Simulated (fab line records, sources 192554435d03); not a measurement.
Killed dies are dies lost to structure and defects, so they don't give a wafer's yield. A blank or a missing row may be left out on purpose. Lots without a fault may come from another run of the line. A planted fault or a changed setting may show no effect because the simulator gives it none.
fab line records | flow n5_finfet
record lots=23 wafers=69 last_day=20
route steps=1938 shown BEOL_M7@1284 BEOL_M8@1347
lots that met no fault: from a run of the same line without faults
start_h: hours from the record's first day to the start of the lot's first wafer shown | wait_h: hours since the lot's step before | " the same as in the row above | L1.1+2: a row that stands for several wafers | - no value, or no start given | * or withheld: withheld | < > ~ a bound
route shown NAME@n: a module of which the file shows steps, and the number in the route of the first | usual: mean/standard deviation of fault-free wafers | same: alike in all rows | chamber/n: place in a boat | sites: the reading at each site | _std_site: their standard deviation | _edge_site: outer sites' mean less inner sites' | radius_mm: how far each site lies from the wafer's centre | mask NAME#n: copy n | behind: the tool/chamber that last shaped the wafer | hold: why the lot was held/for how many hours/how that ended | device: the transistor (n, p or np) that didn't switch | end of line: the same wafers' tests at the end of the route | a step without rows: its recipe alone | killed: dies lost to structure and defects at the first sort, not the wafer's yield | map: a wafer's dies, x killed, . not, _ none there
set.NAME: the setting as run; set.NAME@STEP: as run at that earlier step | model.NAME: the simulator's own value behind a step, which no gauge read
steps of the route over a sample of lots; a table a step, a row a wafer
services: from which hour (start_h, from the record's first day; less than 0 if before it) a tool's chamber was out of use, for how many hours, and why
## steps
# step N5_BEOL_M7_HM_OPEN_17
# recipe chemistry=Cl2/BCl3 target_depth_a=200 overetch_a=60 target=TiN mask_material=SOC ion_energy_ev=150 pressure_mtorr=10 icp_w=1000 bias_w=126 Cl2_flow_sccm=53.25 bcl3_flow_sccm=21.75 Ar_flow_sccm=25
# usual bias_w=126.0/0.38 drypump_motor_current_A=6.1/0.41 mfc_ar_sccm=25.00/0.082 oes_product_au=0.70/0.039 throttle_valve_pct=22.09/0.062
# columns lot.wafer tool chamber start_h wait_h bias_w drypump_motor_current_A mfc_ar_sccm oes_product_au rf_hours_counter_h throttle_valve_pct
L074.3 rie_metal-03 0 234.27 0.1 126.3 5.7 25.00 0.69 - 22.04
L074.4 " 1 " " 125.9 6.5 24.98 0.79 - 22.13
L074.5 " 0 " " 126.3 5.6 25.06 0.70 - 22.07
L075.2 rie_metal-03 1 266.08 0.0 125.8 6.5 24.97 0.77 8 22.15
L075.4 " 0 " " 126.0 5.6 25.02 0.68 - 22.05
L075.6 " 0 " " 125.8 5.6 25.07 0.68 - 22.06
L076.1 rie_metal-03 1 269.34 0.0 126.2 6.5 25.07 0.77 8 22.15
L076.4 " 0 " " 125.8 5.6 24.75 0.67 - 22.07
L076.6 " 0 " " 126.2 5.7 24.97 0.69 - 22.07
L077.1 rie_metal-03 1 276.38 0.0 125.5 6.5 25.08 0.76 9 22.17
L077.2 " 0 " " 126.5 5.7 24.87 0.66 36 22.05
L077.5 " 0 " " 126.5 5.7 24.95 0.66 - 22.07
L078.1 rie_metal-01 1 283.57 0.0 126.5 6.5 24.93 0.65 52 22.21
L078.3 " 0 " " 125.7 6.1 24.88 0.67 - 22.03
L078.4 " 1 " " 125.7 6.5 24.89 0.66 - 22.19
L080.1 rie_metal-02 0 292.24 0.0 126.5 6.5 24.97 0.73 12 22.02
L080.2 " 1 " " 126.4 5.6 24.81 0.71 15 22.13
L080.5 " 1 " " 126.4 5.5 24.94 0.72 - 22.11
L081.1 rie_metal-01 0 297.22 0.0 125.9 6.1 25.00 0.66 40 22.02
L081.3 " 0 " " 126.2 6.1 25.05 0.66 - 22.05
L081.4 " 0 " " 125.6 6.1 25.04 0.67 - 22.03
L082.3 rie_metal-01 0 302.29 0.1 125.9 6.1 25.11 0.66 - 22.02
L082.5 " 1 " " 126.2 6.5 24.85 0.66 - 22.19
L082.6 " 0 " " 125.8 6.1 25.11 0.66 - 22.02
L083.1 rie_metal-02 1 302.62 0.0 125.8 5.6 25.06 0.71 16 22.12
L083.5 " 1 " " 126.4 5.6 24.95 0.72 - 22.13
L083.6 " 0 " " 125.7 6.4 24.87 0.73 - 22.03
L084.3 rie_metal-03 0 306.87 0.1 125.6 5.7 24.91 0.67 - 22.07
L084.5 " 1 " " 125.3 6.6 24.98 0.76 - 22.14
L084.6 " 0 " " 125.6 5.6 25.02 0.67 - 22.06
L085.3 rie_metal-02 0 317.70 0.1 126.3 6.5 25.03 0.73 - 22.02
L085.4 " 1 " " 126.4 5.5 25.14 0.73 - 22.10
L085.6 " 1 " " 126.2 5.5 25.03 0.73 - 22.11
L092.2 rie_metal-03 0 318.39 0.0 126.0 5.7 24.98 0.66 38 22.06
L092.3 " 1 " " 126.0 6.6 24.98 0.75 - 22.15
L092.4 " 0 " " 126.4 5.7 24.92 0.68 - 22.07
L086.2 rie_metal-02 0 321.96 0.0 126.8 6.4 25.07 0.74 15 22.02
L086.3 " 1 " " 125.8 5.5 25.15 0.72 - 22.09
L086.6 " 0 " " 125.9 6.4 25.04 0.73 - 22.01
L088.3 rie_metal-01 1 334.90 0.1 126.5 6.5 24.88 0.65 - 22.20
L088.5 " 0 " " 126.3 6.1 25.10 0.65 - 22.03
L088.6 " 1 " " 126.0 6.5 24.81 0.65 - 22.20
L087.3 rie_metal-03 1 341.24 0.1 126.5 6.5 24.98 0.74 - 22.16
L087.4 " 0 " " 126.8 5.7 24.99 0.66 - 22.07
L087.6 " 1 " " 126.5 6.5 24.96 0.74 - 22.17
L090.2 rie_metal-02 0 343.78 0.0 126.2 6.4 25.00 0.70 17 22.03
L090.4 " 0 " " 126.7 6.4 24.96 0.71 - 22.04
L090.5 " 0 " " 126.0 6.4 25.04 0.72 - 22.03
L091.1 rie_metal-02 0 347.85 0.0 126.2 6.4 24.88 0.72 17 22.02
L091.3 " 0 " " 126.2 6.4 24.95 0.73 - 22.01
L091.4 " 1 " " 125.6 5.5 25.03 0.71 - 22.12
L093.3 rie_metal-02 0 349.22 0.1 126.0 6.4 24.92 0.72 - 22.02
L093.5 " 0 " " 126.2 6.5 24.96 0.71 - 22.03
L093.6 " 1 " " 126.2 5.5 25.13 0.71 - 22.13
L079.1 rie_metal-02 1 375.17 0.0 126.1 5.6 24.81 0.70 22 22.12
L079.2 " 0 " " 126.4 6.4 25.08 0.72 19 22.01
L079.6 " 1 " " 125.8 5.6 24.94 0.71 - 22.13
L097.1 rie_metal-03 1 375.71 0.0 125.6 6.5 25.10 0.74 16 22.16
L097.2 " 0 " " 125.9 5.7 25.03 0.66 42 22.07
L097.6 " 0 " " 126.8 5.7 25.03 0.66 - 22.06
L096.1 rie_metal-01 1 380.45 0.0 126.6 6.5 25.04 0.64 60 22.21
L096.3 " 0 " " 125.6 6.1 25.01 0.65 - 22.04
L096.6 " 0 " " 125.7 6.1 24.98 0.65 - 22.05
L094.1 rie_metal-03 1 397.59 0.0 125.4 6.5 24.99 0.74 16 22.14
L094.2 " 0 " " 126.0 5.7 24.98 0.66 43 22.09
L094.6 " 0 " " 125.8 5.7 24.97 0.66 - 22.07
L095.1 rie_metal-01 0 401.52 0.0 125.3 6.1 25.16 0.64 51 22.05
L095.4 " 0 " " 125.6 6.1 25.11 0.64 - 22.03
L095.6 " 0 " " 126.2 6.1 24.98 0.65 - 22.05
# step N5_BEOL_M7_DESCUM_33
# recipe chemistry=O2 time_s=7 source_power_w=50 bias_power_w=20 pressure_mtorr=20 rf_frequency_hz=2.712e+07 temp_c=40 resist=CAR-EUV o2_flow_sccm=225
# usual drypump_motor_current_A=6.0/0.55 o2_flow_sccm=225.0/0.71 oes_product_au=0.79/0.076 rf_vpp_V=243.2/1.4 showerhead_plenum_p_Torr=2.09/0.068 throttle_valve_pct=20.57/0.2
# columns lot.wafer tool chamber start_h wait_h drypump_motor_current_A o2_flow_sccm oes_product_au rf_hours_counter_h rf_vpp_V showerhead_plenum_p_Torr throttle_valve_pct
L074.3 rie_diel-06 3 235.16 0.3 5.2 224.3 0.81 68 244.7 2.13 20.78
L074.4 " 0 " " 6.4 225.3 0.70 - 243.8 2.16 20.81
L074.5 " 3 " " 5.2 225.2 0.81 - 243.1 2.13 20.77
L075.2 rie_diel-01 2 267.79 0.0 6.4 223.9 0.86 42 244.1 2.21 20.58
L075.4 " 3 " " 6.0 225.8 0.91 32 241.6 2.05 20.55
L075.6 " 0 " " 6.6 225.3 0.78 - 240.6 2.02 20.85
L076.1 rie_diel-03 2 270.42 0.0 5.0 225.9 0.74 172 243.4 2.17 20.48
L076.4 " 0 " " 5.6 224.8 0.69 221 243.7 2.07 20.73
L076.6 " 2 " " 5.0 225.3 0.74 - 244.7 2.17 20.48
L077.1 rie_diel-03 0 278.28 0.1 5.5 224.6 0.70 224 243.8 2.07 20.75
L077.2 " 1 " " 6.1 223.9 0.72 179 241.8 2.00 20.13
L077.5 " 2 " " 5.0 224.7 0.73 - 243.5 2.17 20.49
L078.1 rie_diel-03 0 286.54 0.3 5.5 225.8 0.69 226 243.1 2.07 20.74
L078.3 " 3 " " 5.3 225.5 0.83 72 244.2 2.12 20.53
L078.4 " 1 " " 6.1 224.4 0.71 182 241.2 2.00 20.12
L080.1 rie_diel-01 2 295.09 0.0 6.4 226.1 0.85 50 245.9 2.20 20.59
L080.2 " 0 " " 6.6 225.4 0.77 127 241.2 2.02 20.88
L080.5 " 3 " " 6.0 225.2 0.88 - 240.8 2.04 20.54
L081.1 rie_diel-01 3 299.62 0.0 6.0 224.6 0.89 42 241.9 2.04 20.55
L081.3 " 0 " " 6.6 225.8 0.78 129 241.7 2.02 20.86
L081.4 " 1 " " 6.3 225.2 0.73 179 244.2 2.10 20.54
L083.1 rie_diel-06 0 304.97 0.0 6.4 225.3 0.96 0 243.3 2.15 20.51
L083.5 " 1 " " 5.2 224.8 0.93 - 243.9 2.14 20.26
L083.6 " 2 " " 6.4 225.2 0.74 - 242.4 1.99 20.54
L082.3 rie_diel-01 3 305.94 0.8 6.0 223.9 0.87 44 241.0 2.04 20.53
L082.5 " 3 " " 6.0 223.2 0.88 - 243.8 2.04 20.55
L082.6 " 2 " " 6.4 224.1 0.85 - 245.0 2.20 20.60
L084.3 rie_diel-01 2 308.55 0.1 6.4 225.5 0.85 55 245.0 2.20 20.59
L084.5 " 0 " " 6.6 224.6 0.77 - 243.6 2.02 20.88
L084.6 " 1 " " 6.3 225.0 0.73 - 242.1 2.09 20.57
L085.3 rie_diel-01 1 320.99 0.1 6.3 225.1 0.72 187 242.8 2.09 20.55
L085.4 " 0 " " 6.6 225.5 0.76 135 241.5 2.02 20.88
L085.6 " 3 " " 6.0 225.4 0.87 - 242.8 2.04 20.56
L092.2 rie_diel-06 2 321.14 0.2 6.4 225.0 0.74 190 243.2 1.99 20.53
L092.3 " 0 " " 6.4 225.0 0.93 5 243.9 2.15 20.52
L092.4 " 1 " " 5.2 225.0 0.91 23 243.9 2.14 20.27
L086.2 rie_diel-03 2 323.09 0.4 5.0 225.7 0.72 184 246.2 2.16 20.48
L086.3 " 3 " " 5.3 225.8 0.83 79 243.8 2.12 20.55
L086.6 " 2 " " 5.0 224.7 0.73 - 245.5 2.16 20.49
L088.3 rie_diel-06 3 335.54 0.1 5.2 224.7 0.76 100 244.1 2.12 20.81
L088.5 " 3 " " 5.2 224.5 0.77 - 243.1 2.12 20.82
L088.6 " 2 " " 6.4 224.7 0.73 - 241.8 1.99 20.54
L087.3 rie_diel-06 0 341.86 0.0 6.5 225.8 0.92 12 244.9 2.15 20.53
L087.4 " 1 " " 5.2 226.3 0.91 30 244.3 2.14 20.31
L087.6 " 3 " " 5.2 224.4 0.77 - 245.2 2.12 20.81
L090.2 rie_diel-06 2 346.24 0.0 6.4 225.0 0.74 199 242.9 1.99 20.56
L090.4 " 1 " " 5.2 225.3 0.90 31 242.7 2.14 20.29
L090.5 " 0 " " 6.5 224.1 0.91 - 243.6 2.15 20.54
L091.1 rie_diel-06 3 349.78 0.0 5.2 226.1 0.77 105 243.9 2.12 20.84
L091.3 " 1 " " 5.2 226.2 0.90 32 243.9 2.14 20.30
L091.4 " 2 " " 6.4 225.8 0.73 200 240.8 1.99 20.54
L093.3 rie_diel-01 0 350.21 0.4 6.6 224.4 0.75 144 244.0 2.01 20.90
L093.5 " 1 " " 6.3 225.8 0.72 - 243.0 2.09 20.55
L093.6 " 0 " " 6.6 225.3 0.76 - 242.0 2.02 20.90
L079.1 rie_diel-01 0 378.57 0.0 6.7 224.8 0.75 153 242.8 2.01 20.90
L079.2 " 1 " " 6.3 224.7 0.72 203 243.7 2.09 20.59
L079.6 " 2 " " 6.4 224.8 0.82 - 245.1 2.19 20.63
L097.1 rie_diel-03 3 378.85 0.3 5.4 225.6 0.82 94 242.8 2.11 20.56
L097.2 " 0 " " 5.5 223.3 0.68 248 242.3 2.06 20.79
L097.6 " 1 " " 6.1 226.2 0.70 - 240.9 1.99 20.14
L096.1 rie_diel-01 3 383.58 0.3 6.0 224.8 0.85 67 243.1 2.03 20.61
L096.3 " 2 " " 6.3 224.4 0.81 78 245.7 2.19 20.62
L096.6 " 1 " " 6.2 226.0 0.71 - 242.6 2.09 20.60
L094.1 rie_diel-01 1 400.45 0.4 6.3 225.8 0.70 210 243.2 2.09 20.60
L094.2 " 3 " " 6.0 225.2 0.84 71 242.5 2.03 20.60
L094.6 " 0 " " 6.6 224.9 0.74 - 241.4 2.01 20.92
L095.1 rie_diel-03 2 402.19 0.0 5.0 225.4 0.71 208 243.8 2.15 20.53
L095.4 " 0 " " 5.5 225.5 0.99 1 242.8 2.06 20.42
L095.6 " 1 " " 6.1 226.1 0.70 - 242.2 1.99 20.18
# step N5_BEOL_M7_ETCH_72
# recipe chemistry=N2/H2 target=underlayer target_depth_a=65 mask_material=CAR-EUV time_s=5.2 ion_energy_ev=200 pressure_mtorr=30 source_w=840 bias_w=150 n2_flow_sccm=200 h2_flow_sccm=200 ends=cleared
# usual bias_w=150.0/0.44 drypump_motor_current_A=6.0/0.55 etch_rf_on_time_s=5.17/0.088 oes_product_au=0.67/0.065 rf_vpp_V=523.6/2.6 showerhead_plenum_p_Torr=2.53/0.087 throttle_valve_pct=17.99/0.18
# columns lot.wafer tool chamber start_h wait_h bias_w drypump_motor_current_A etch_rf_on_time_s oes_product_au rf_hours_counter_h rf_vpp_V showerhead_plenum_p_Torr throttle_valve_pct
L074.3 rie_diel-06 3 235.20 0.0 150.1 5.2 5.23 0.69 68 523.3 2.58 18.15
L074.4 " 0 " " 150.2 6.4 5.20 0.59 - 525.2 2.61 18.26
L074.5 " 3 " " 149.7 5.2 5.26 0.69 - 524.3 2.58 18.16
L075.2 rie_diel-01 2 267.82 0.0 149.8 6.4 5.02 0.74 42 527.2 2.70 18.11
L075.4 " 3 " " 150.4 6.0 5.13 0.77 32 520.4 2.48 17.83
L075.6 " 0 " " 150.8 6.6 5.26 0.65 - 521.6 2.45 18.21
L076.1 rie_diel-03 2 270.45 0.0 149.7 5.0 5.30 0.62 172 525.8 2.64 17.93
L076.4 " 0 " " 150.5 5.6 5.29 0.59 221 521.9 2.51 18.09
L076.6 " 2 " " 149.4 5.0 5.29 0.63 - 527.0 2.64 17.92
L077.1 rie_diel-03 0 278.32 0.0 150.3 5.6 5.22 0.60 224 524.1 2.51 18.13
L077.2 " 1 " " 149.3 6.1 5.10 0.62 179 519.7 2.43 17.65
L077.5 " 2 " " 150.9 5.0 5.24 0.62 - 527.5 2.64 17.93
L078.1 rie_diel-03 0 286.57 0.0 150.2 5.6 5.26 0.59 226 522.6 2.51 18.13
L078.3 " 3 " " 150.0 5.4 5.23 0.71 72 526.1 2.58 17.92
L078.4 " 1 " " 150.8 6.1 5.16 0.61 182 522.6 2.43 17.67
L080.1 rie_diel-01 2 295.13 0.0 150.9 6.4 4.99 0.73 50 526.6 2.70 18.15
L080.2 " 0 " " 150.0 6.6 5.28 0.64 127 520.3 2.45 18.18
L080.5 " 3 " " 149.5 6.0 5.07 0.76 - 521.2 2.48 17.87
L081.1 rie_diel-01 3 299.65 0.0 149.5 6.0 5.13 0.75 42 523.1 2.47 17.90
L081.3 " 0 " " 150.1 6.6 5.28 0.65 129 521.1 2.44 18.20
L081.4 " 1 " " 149.4 6.3 5.28 0.62 179 523.8 2.53 17.93
L083.1 rie_diel-06 0 305.01 0.0 150.3 6.4 5.04 0.83 0 525.6 2.60 17.89
L083.5 " 1 " " 150.0 5.2 5.12 0.78 - 523.0 2.60 17.63
L083.6 " 2 " " 149.9 6.4 5.12 0.64 - 517.8 2.43 18.01
L082.3 rie_diel-01 3 305.97 0.0 149.7 5.9 5.06 0.76 44 521.6 2.47 17.90
L082.5 " 3 " " 149.5 6.0 5.08 0.75 - 523.1 2.47 17.87
L082.6 " 2 " " 149.8 6.4 5.04 0.73 - 530.5 2.70 18.13
L084.3 rie_diel-01 2 308.59 0.0 149.9 6.4 5.05 0.72 55 528.5 2.69 18.16
L084.5 " 0 " " 150.0 6.6 5.25 0.66 - 520.6 2.44 18.22
L084.6 " 1 " " 150.0 6.3 5.22 0.62 - 523.9 2.53 17.92
L085.3 rie_diel-01 1 321.02 0.0 150.4 6.3 5.19 0.62 187 523.7 2.53 17.93
L085.4 " 0 " " 150.5 6.6 5.30 0.65 135 522.4 2.44 18.19
L085.6 " 3 " " 150.4 6.0 5.09 0.76 - 523.0 2.47 17.90
L092.2 rie_diel-06 2 321.17 0.0 150.5 6.4 5.24 0.63 190 519.9 2.42 18.02
L092.3 " 0 " " 150.1 6.4 5.06 0.81 5 523.6 2.60 17.89
L092.4 " 1 " " 150.5 5.2 5.14 0.77 23 524.4 2.59 17.65
L086.2 rie_diel-03 2 323.12 0.0 150.0 5.0 5.33 0.62 184 528.8 2.63 17.95
L086.3 " 3 " " 150.3 5.4 5.30 0.70 79 525.0 2.58 17.97
L086.6 " 2 " " 150.3 5.0 5.37 0.62 - 524.5 2.63 17.97
L088.3 rie_diel-06 3 335.58 0.0 149.9 5.2 5.18 0.65 100 523.5 2.56 18.21
L088.5 " 3 " " 149.8 5.2 5.20 0.66 - 524.2 2.56 18.20
L088.6 " 2 " " 149.0 6.4 5.20 0.63 - 520.5 2.42 18.04
L087.3 rie_diel-06 0 341.89 0.0 149.7 6.4 5.01 0.79 12 523.3 2.60 17.90
L087.4 " 1 " " 149.9 5.2 5.13 0.76 30 524.7 2.59 17.66
L087.6 " 3 " " 150.2 5.2 5.23 0.65 - 524.3 2.56 18.22
L090.2 rie_diel-06 2 346.28 0.0 149.4 6.4 5.22 0.62 199 519.2 2.42 18.04
L090.4 " 1 " " 150.8 5.2 5.18 0.75 31 521.3 2.59 17.67
L090.5 " 0 " " 149.0 6.5 5.05 0.79 - 524.7 2.60 17.93
L091.1 rie_diel-06 3 349.82 0.0 150.5 5.2 5.15 0.65 105 524.4 2.56 18.22
L091.3 " 1 " " 150.2 5.2 5.16 0.75 32 524.6 2.59 17.64
L091.4 " 2 " " 149.9 6.4 5.17 0.63 200 519.2 2.42 18.04
L093.3 rie_diel-01 0 350.24 0.0 149.6 6.6 5.17 0.64 144 521.1 2.44 18.24
L093.5 " 1 " " 149.8 6.2 5.18 0.62 - 524.1 2.52 17.95
L093.6 " 0 " " 150.1 6.6 5.21 0.64 - 519.6 2.44 18.25
L079.1 rie_diel-01 0 378.61 0.0 150.1 6.6 5.18 0.64 153 520.5 2.43 18.24
L079.2 " 1 " " 150.6 6.3 5.19 0.60 203 523.2 2.52 17.93
L079.6 " 2 " " 149.9 6.4 5.08 0.70 - 527.2 2.68 18.19
L097.1 rie_diel-03 3 378.89 0.0 149.9 5.4 5.18 0.70 94 526.2 2.57 17.99
L097.2 " 0 " " 149.7 5.6 5.25 0.58 248 523.6 2.50 18.13
L097.6 " 1 " " 150.4 6.1 5.18 0.60 - 520.7 2.42 17.71
L096.1 rie_diel-01 3 383.62 0.0 149.6 6.0 5.11 0.72 67 522.6 2.46 17.92
L096.3 " 2 " " 150.4 6.4 4.99 0.71 78 529.2 2.68 18.21
L096.6 " 1 " " 149.6 6.3 5.17 0.62 - 523.9 2.52 17.97
L094.1 rie_diel-01 1 400.48 0.0 149.8 6.2 5.21 0.61 210 524.6 2.52 17.99
L094.2 " 3 " " 149.8 6.0 5.13 0.72 71 521.6 2.46 17.93
L094.6 " 0 " " 149.9 6.6 5.26 0.63 - 522.6 2.43 18.26
L095.1 rie_diel-03 2 402.23 0.0 150.2 5.0 5.36 0.61 208 524.4 2.62 17.97
L095.4 " 0 " " 150.7 5.6 5.16 0.85 1 522.2 2.50 17.74
L095.6 " 1 " " 150.5 6.1 5.19 0.59 - 519.5 2.41 17.72
# step N5_BEOL_M7_SPUTTER_48
# recipe material=Cu target_thk_a=100 temp_c=-20 bias_v=60 power_w=26000 chamber_pressure_pa=0.13 time_s=1.667
# usual chuck_gas_flow_sccm=1.26/0.055 throttle_valve_pct=29.8/1.1
# columns lot.wafer tool chamber start_h wait_h chuck_gas_flow_sccm throttle_valve_pct
L074.3 pvd_sputter-02 - 238.28 0.1 1.28 30.4
L074.4 " - " " 1.17 30.0
L074.5 " - " " 1.21 30.9
L075.2 pvd_sputter-01 - 269.65 0.1 1.17 28.6
L075.4 " - " " 1.24 30.7
L075.6 " - " " 1.27 29.6
L076.1 pvd_sputter-01 - 272.91 0.8 1.29 28.7
L076.4 " - " " 1.29 29.8
L076.6 " - " " 1.24 30.2
L077.1 pvd_sputter-01 - 280.71 0.2 1.22 30.5
L077.2 " - " " 1.30 29.6
L077.5 " - " " 1.16 29.8
L078.1 pvd_sputter-03 - 288.35 0.1 1.19 30.9
L078.3 " - " " 1.24 31.1
L078.4 " - " " 1.29 28.8
L080.1 pvd_sputter-01 - 297.12 0.1 1.25 29.6
L080.2 " - " " 1.22 30.5
L080.5 " - " " 1.29 29.7
L081.1 pvd_sputter-03 - 301.71 0.1 1.27 31.0
L081.3 " - " " 1.24 30.6
L081.4 " - " " 1.22 28.8
L083.1 pvd_sputter-02 - 306.86 0.1 1.29 27.2
L083.5 " - " " 1.21 30.1
L083.6 " - " " 1.24 30.1
L082.3 pvd_sputter-03 - 309.12 0.1 1.31 29.1
L082.5 " - " " 1.28 29.0
L082.6 " - " " 1.32 29.8
L084.3 pvd_sputter-02 - 310.86 0.5 1.39 27.4
L084.5 " - " " 1.25 27.0
L084.6 " - " " 1.21 29.9
L085.3 pvd_sputter-02 - 323.14 0.1 1.18 30.0
L085.4 " - " " 1.34 30.4
L085.6 " - " " 1.21 30.2
L092.2 pvd_sputter-03 - 323.30 0.1 1.29 29.4
L092.3 " - " " 1.24 30.5
L092.4 " - " " 1.25 29.6
L086.2 pvd_sputter-03 - 326.78 0.1 1.34 29.1
L086.3 " - " " 1.30 29.5
L086.6 " - " " 1.17 29.6
L088.3 pvd_sputter-03 - 339.25 0.1 1.27 30.7
L088.5 " - " " 1.29 29.0
L088.6 " - " " 1.32 29.7
L087.3 pvd_sputter-02 - 343.94 0.1 1.21 30.4
L087.4 " - " " 1.24 30.8
L087.6 " - " " 1.18 27.5
L090.2 pvd_sputter-02 - 348.19 0.2 1.32 29.9
L090.4 " - " " 1.30 30.1
L090.5 " - " " 1.24 27.1
L091.1 pvd_sputter-03 - 351.96 0.4 1.21 30.6
L091.3 " - " " 1.33 28.7
L091.4 " - " " 1.31 31.0
L093.3 pvd_sputter-03 - 352.08 0.3 1.29 31.0
L093.5 " - " " 1.23 30.8
L093.6 " - " " 1.33 29.5
L079.1 pvd_sputter-02 - 380.48 0.1 1.19 31.2
L079.2 " - " " 1.34 30.5
L079.6 " - " " 1.29 30.9
L097.1 pvd_sputter-01 - 380.95 0.1 1.17 28.8
L097.2 " - " " 1.19 30.4
L097.6 " - " " 1.27 30.5
L096.1 pvd_sputter-03 - 385.81 0.3 1.29 29.8
L096.3 " - " " 1.33 28.9
L096.6 " - " " 1.24 29.1
L094.1 pvd_sputter-02 - 402.80 0.1 1.27 27.4
L094.2 " - " " 1.23 30.5
L094.6 " - " " 1.22 29.9
L095.1 pvd_sputter-03 - 405.52 0.1 1.28 29.6
L095.4 " - " " 1.27 29.0
L095.6 " - " " 1.33 29.5
# step N5_BEOL_M7_INSPECT_58
# recipe inspect_instrument=darkfield mode=post_dep
# usual raw_defect_count=65/18
# columns lot.wafer tool chamber start_h wait_h raw_defect_count
L074.3 defect_inspect-01 - 239.43 0.0 64
L074.4 " - " " 69
L074.5 " - " " 77
L075.2 defect_inspect-01 - 270.69 0.0 71
L075.4 " - " " 81
L075.6 " - " " 58
L076.1 defect_inspect-01 - 274.07 0.0 66
L076.4 " - " " 38
L076.6 " - " " 48
L077.1 defect_inspect-02 - 282.07 0.0 88
L077.2 " - " " 73
L077.5 " - " " 27
L078.1 defect_inspect-02 - 290.23 0.0 78
L078.3 " - " " 46
L078.4 " - " " 71
L080.1 defect_inspect-02 - 298.08 0.0 32
L080.2 " - " " 43
L080.5 " - " " 68
L081.1 defect_inspect-01 - 303.08 0.0 73
L081.3 " - " " 49
L081.4 " - " " 92
L083.1 defect_inspect-01 - 308.11 0.0 59
L083.5 " - " " 92
L083.6 " - " " 33
L082.3 defect_inspect-01 - 310.20 0.0 116
L082.5 " - " " 100
L082.6 " - " " 97
L084.3 defect_inspect-02 - 311.88 0.0 69
L084.5 " - " " 49
L084.6 " - " " 45
L085.3 defect_inspect-01 - 324.41 0.0 64
L085.4 " - " " 71
L085.6 " - " " 44
L092.2 defect_inspect-01 - 324.95 0.0 89
L092.3 " - " " 60
L092.4 " - " " 70
L086.2 defect_inspect-02 - 327.77 0.0 65
L086.3 " - " " 95
L086.6 " - " " 72
L088.3 defect_inspect-02 - 340.30 0.0 105
L088.5 " - " " 107
L088.6 " - " " 52
L087.3 defect_inspect-01 - 345.06 0.0 40
L087.4 " - " " 43
L087.6 " - " " 61
L090.2 defect_inspect-02 - 349.46 0.0 85
L090.4 " - " " 75
L090.5 " - " " 75
L091.1 defect_inspect-02 - 352.92 0.0 87
L091.3 " - " " 75
L091.4 " - " " 53
L093.3 defect_inspect-02 - 353.20 0.0 91
L093.5 " - " " 101
L093.6 " - " " 61
L079.1 defect_inspect-02 - 382.13 0.0 62
L079.2 " - " " 79
L079.6 " - " " 105
L097.1 defect_inspect-02 - 382.69 0.0 40
L097.2 " - " " 72
L097.6 " - " " 37
L096.1 defect_inspect-01 - 387.28 0.0 91
L096.3 " - " " 76
L096.6 " - " " 76
L094.1 defect_inspect-01 - 403.95 0.0 62
L094.2 " - " " 74
L094.6 " - " " 57
L095.1 defect_inspect-01 - 406.60 0.0 71
L095.4 " - " " 48
L095.6 " - " " 67
# step N5_BEOL_M8_INSPECT_13
# recipe mode=adi inspect_instrument=brightfield
# usual raw_defect_count=392/82
# columns lot.wafer tool chamber start_h wait_h raw_defect_count
L074.3 defect_inspect-01 - 241.25 0.0 384
L074.4 " - " " 444
L074.5 " - " " 453
L075.2 defect_inspect-02 - 272.49 0.0 349
L075.4 " - " " 318
L075.6 " - " " 367
L076.1 defect_inspect-01 - 275.84 0.0 334
L076.4 " - " " 398
L076.6 " - " " 375
L077.1 defect_inspect-02 - 284.06 0.0 342
L077.2 " - " " 418
L077.5 " - " " 405
L078.1 defect_inspect-02 - 292.45 0.0 403
L078.3 " - " " 398
L078.4 " - " " 515
L080.1 defect_inspect-02 - 300.72 0.0 253
L080.2 " - " " 262
L080.5 " - " " 364
L081.1 defect_inspect-01 - 306.14 0.0 331
L081.3 " - " " 418
L081.4 " - " " 448
L083.1 defect_inspect-02 - 309.95 0.0 259
L083.5 " - " " 434
L083.6 " - " " 314
L082.3 defect_inspect-02 - 312.93 0.0 470
L082.5 " - " " 384
L082.6 " - " " 481
L084.3 defect_inspect-01 - 313.77 0.0 452
L084.5 " - " " 268
L084.6 " - " " 414
L085.3 defect_inspect-01 - 327.73 0.0 678
L085.4 " - " " 423
L085.6 " - " " 320
L092.2 defect_inspect-02 - 328.56 0.0 362
L092.3 " - " " 356
L092.4 " - " " 349
L086.2 defect_inspect-01 - 329.60 0.0 451
L086.3 " - " " 485
L086.6 " - " " 398
L088.3 defect_inspect-02 - 341.96 0.0 602
L088.5 " - " " 714
L088.6 " - " " 399
L087.3 defect_inspect-02 - 347.50 0.0 303
L087.4 " - " " 217
L087.6 " - " " 348
L090.2 defect_inspect-02 - 351.26 0.0 370
L090.4 " - " " 341
L090.5 " - " " 333
L091.1 defect_inspect-02 - 354.72 0.0 377
L091.3 " - " " 470
L091.4 " - " " 425
L093.3 defect_inspect-02 - 355.06 0.0 463
L093.5 " - " " 368
L093.6 " - " " 403
L079.1 defect_inspect-01 - 384.59 0.0 478
L079.2 " - " " 447
L079.6 " - " " 425
L097.1 defect_inspect-01 - 385.12 0.0 289
L097.2 " - " " 295
L097.6 " - " " 314
L096.1 defect_inspect-01 - 389.29 0.0 384
L096.3 " - " " 379
L096.6 " - " " 446
L094.1 defect_inspect-01 - 406.15 0.0 279
L094.2 " - " " 470
L094.6 " - " " 517
L095.1 defect_inspect-02 - 409.05 0.0 322
L095.4 " - " " 528
L095.6 " - " " 423
## services
# columns tool chamber start_h hours kind
rie_diel-06 1 221.29 - clean
rie_diel-06 1 221.29 - consumable_replace:esc
rie_diel-06 1 221.29 - consumable_replace:focus_ring
rie_diel-06 1 221.29 25.2 scheduled_down
rie_diel-06 1 221.29 25.2 vent_cycle
rie_diel-01 2 247.05 9.9 repair
rie_metal-01 - 279.51 0.5 repair
rie_diel-06 3 281.08 5.0 repair
rie_diel-06 1 284.55 4.9 repair
rie_diel-06 0 289.47 - clean
rie_diel-06 0 289.47 - consumable_replace:focus_ring
rie_diel-06 0 289.47 12.7 scheduled_down
rie_diel-06 0 289.47 12.7 vent_cycle
rie_diel-03 - 293.56 16.0 repair
rie_metal-01 1 294.19 6.5 repair
rie_metal-03 - 364.79 1.1 repair
rie_metal-03 - 379.61 10.0 pm
rie_diel-03 0 385.10 - clean
rie_diel-03 0 385.10 - consumable_replace:focus_ring
rie_diel-03 0 385.10 14.8 scheduled_down
rie_diel-03 0 385.10 14.8 vent_cycle
rie_diel-03 - 403.77 0.4 repair
## key
fault none
